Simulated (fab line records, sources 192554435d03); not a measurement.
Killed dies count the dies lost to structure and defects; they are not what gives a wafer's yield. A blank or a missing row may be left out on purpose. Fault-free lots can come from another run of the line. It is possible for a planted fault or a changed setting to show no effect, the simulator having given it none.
Chamber matching | flow n5 finfet | N5_BEOL_M1_DESCUM_33 on rie diel-06: 4 sister chambers
The step chemistry O2, time 7 s. 14 wafers are shown with their chamber, then 7 later ones without.

WAFERS, EACH WITH ITS CHAMBER
wafer  | chamber | showerhead plenum p Torr (Torr) | drypump motor current A (A) | throttle valve pct (%)
L075.2 | 3       | 2.09                            | 5.77                        | 20.79
L075.4 | 0       | 2.20                            | 5.80                        | 20.64
L075.6 | 3       | 2.09                            | 5.80                        | 20.79
L076.2 | 1       | 2.13                            | 6.49                        | 20.08
L076.5 | 0       | 2.20                            | 5.79                        | 20.65
L076.6 | 1       | 2.13                            | 6.46                        | 20.09
L082.1 | 3       | 2.09                            | 5.77                        | 20.84
L082.2 | 1       | 2.12                            | 6.49                        | 20.09
L082.6 | 1       | 2.12                            | 6.50                        | 20.11
L083.3 | 1       | 2.12                            | 6.50                        | 20.10
L083.5 | 3       | 2.09                            | 5.77                        | 20.83
L083.6 | 0       | 2.20                            | 5.79                        | 20.67
L086.1 | 1       | 2.12                            | 6.52                        | 20.10
L086.2 | 2       | 2.09                            | 6.04                        | 20.62

SIGNATURES (means of the wafers above)
reading                  | chamber 0 | chamber 1 | chamber 2 | chamber 3 | scatter within a chamber
showerhead plenum p Torr | 2.2000    | 2.1233    | 2.0900    | 2.0900    | 0.00365
drypump motor current A  | 5.7933    | 6.4933    | 6.0400    | 5.7775    | 0.0164
throttle valve pct       | 20.6533   | 20.0950   | 20.6200   | 20.8125   | 0.0176
Rule: for a wafer and a chamber, the distance is found by dividing, reading by reading, the gap between the wafer's reading and the chamber's mean by the reading's scatter, squaring, summing and taking the root. The wafer belongs to the nearest chamber; if the next one is less than 2 further off, it can't be placed. The scatter: the root of (the sum of the squares of (reading less its chamber's mean) over the shown wafers, divided by (wafers less chambers)).

WAFERS MISSING THEIR CHAMBER
wafer  | showerhead plenum p Torr (Torr) | drypump motor current A (A) | throttle valve pct (%)
L086.5 | 2.08                            | 5.79                        | 20.84
L091.4 | 2.12                            | 6.50                        | 20.12
L091.5 | 2.12                            | 6.46                        | 20.11
L091.6 | 2.20                            | 5.80                        | 20.68
L095.3 | 2.08                            | 5.77                        | 20.88
L095.4 | 2.08                            | 6.01                        | 20.64
L095.5 | 2.08                            | 6.02                        | 20.65

THE CHAMBER EACH PASSED THROUGH
wafer  | from the rows above | in truth
L086.5 | 3                   | 3
L091.4 | 1                   | 1
L091.5 | 1                   | 1
L091.6 | 0                   | 0
L095.3 | 3                   | 3
L095.4 | 2                   | 2
L095.5 | 2                   | 2
Correctly placed: 7 of 7. Can't be placed from these rows: 0. Placed wrongly: 0.
